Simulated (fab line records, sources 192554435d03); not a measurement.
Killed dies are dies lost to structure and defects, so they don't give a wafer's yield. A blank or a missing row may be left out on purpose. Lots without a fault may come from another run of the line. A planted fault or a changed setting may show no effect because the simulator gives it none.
One fault seen from 2 desks | flow n5_finfet | each desk has only its own numbers; what lay behind them comes last

THE TOOL OWNER'S DESK: pecvd-03
The tool's own readings at N5_BEOL_M2_ILD_DEP_00 (deposits SiOC from DEMS/O2, target thk 79 nm, time 15.3 s): means of the sampled wafers that have a number, for each lot that ran on this tool. A lot is out of limits, marked OUT, if its mean lies more than 4 standard deviations from the usual mean; the brackets give that distance.
Columns: A = heater_power_w at N5_BEOL_M2_ILD_DEP_00, usual 489 W; B = rf_fwd_power_W at N5_BEOL_M2_ILD_DEP_00, usual 492.9 W; C = showerhead_plenum_p_Torr at N5_BEOL_M2_ILD_DEP_00, usual 5.686 Torr; D = showerhead_vpp_V at N5_BEOL_M2_ILD_DEP_00, usual 1322 V; E = throttle_valve_pct at N5_BEOL_M2_ILD_DEP_00, usual 11.7 %
lot  | first seen here | A   | B     | C     | D    | E
L950 | day 6 22:07     | 563 | 488.4 | 5.693 | 1329 | 11.7
L951 | day 7 05:30     | 527 | 492.4 | 5.682 | 1326 | 11.6
L957 | day 8 20:35     | 589 | 488.2 | 5.680 | 1337 | 11.9
L959 | day 9 12:17     | 637 | 490.5 | 5.687 | 1314 | 11.6
L960 | day 9 13:55     | 526 | 489.3 | 5.684 | 1308 | 11.6
L962 | day 9 19:51     | 542 | 489.3 | 5.691 | 1334 | 11.8
This desk's finding: nothing out of limits on any of the 6 lots.

THE METROLOGY DESK
What the gauges read, lot by lot, whatever tool the lot ran on: means of the sampled wafers that have a number. A lot is out of limits, marked OUT, if its mean lies more than 4 standard deviations from the usual mean; the brackets give that distance. Of its 11 readings 7 are shown: the one that was out of limits first, and those that lie furthest out on some lot.
Columns: A = M2_ILD_THK at N5_BEOL_M2_THK_MEAS_01, usual 78.6 nm; B = DIBL_N at N5_BEOL_M4_RC_MEAS_101, usual 36.0 mV/V; C = IOFF_N at N5_BEOL_M4_RC_MEAS_101, usual 0.156 nA/um; D = IOFF_P at N5_BEOL_M4_RC_MEAS_101, usual 0.21 nA/um; E = ION_N at N5_BEOL_M4_RC_MEAS_101, usual 673 uA/um; F = ION_P at N5_BEOL_M4_RC_MEAS_101, usual 463 uA/um; G = VT_P at N5_BEOL_M4_RC_MEAS_101, usual -250 mV
lot  | first seen here | A               | B    | C     | D    | E   | F   | G
L950 | day 6 22:11     | 77.8            | 36.4 | 0.169 | 0.18 | 674 | 456 | -255
L951 | day 7 05:34     | 80.2            | 36.2 | 0.148 | 0.17 | 670 | 455 | -254
L956 | day 8 16:58     | 79.0            | 36.3 | 0.161 | 0.21 | 674 | 463 | -249
L957 | day 8 20:40     | 77.1            | 36.7 | 0.165 | 0.19 | 683 | 465 | -253
L959 | day 9 12:21     | 78.2            | 35.9 | 0.158 | 0.22 | 676 | 468 | -250
L960 | day 9 13:58     | 63.1 (-14) OUT  | 34.9 | 0.164 | 0.24 | 682 | 474 | -246
L961 | day 9 18:28     | 79.4            | 35.4 | 0.153 | 0.27 | 687 | 482 | -242
L962 | day 9 19:54     | 68.5 (-9.2) OUT | 36.5 | 0.165 | 0.22 | 682 | 464 | -249
L968 | day 11 06:32    | 80.4            | 38.0 | 0.196 | 0.23 | 684 | 463 | -251
L971 | day 12 08:08    | 78.8            | 36.4 | 0.172 | 0.22 | 686 | 465 | -251
This desk's finding: out of limits on L960, L962; first on L960, day 9 13:58 (M2_ILD_THK at N5_BEOL_M2_THK_MEAS_01). In limits: L950, L951, L956, L957, L959, L961, L968, L971.

PUT TOGETHER
The metrology desk could have raised an alarm at day 9 13:58, on L960, L962.
The tool owner's desk saw nothing out of limits.
The tool owner's desk has L960, L962 on record, within its limits.
Of the lots named, all ran N5_BEOL_M2_ILD_DEP_00 on pecvd-03.

WHAT THE SIMULATOR HAD PUT IN
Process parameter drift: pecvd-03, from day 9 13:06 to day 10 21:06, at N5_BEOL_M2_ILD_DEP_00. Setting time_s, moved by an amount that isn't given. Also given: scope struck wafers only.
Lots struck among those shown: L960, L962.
Hours from the fault's start to each desk's first reading out of limits: the metrology desk, 1.
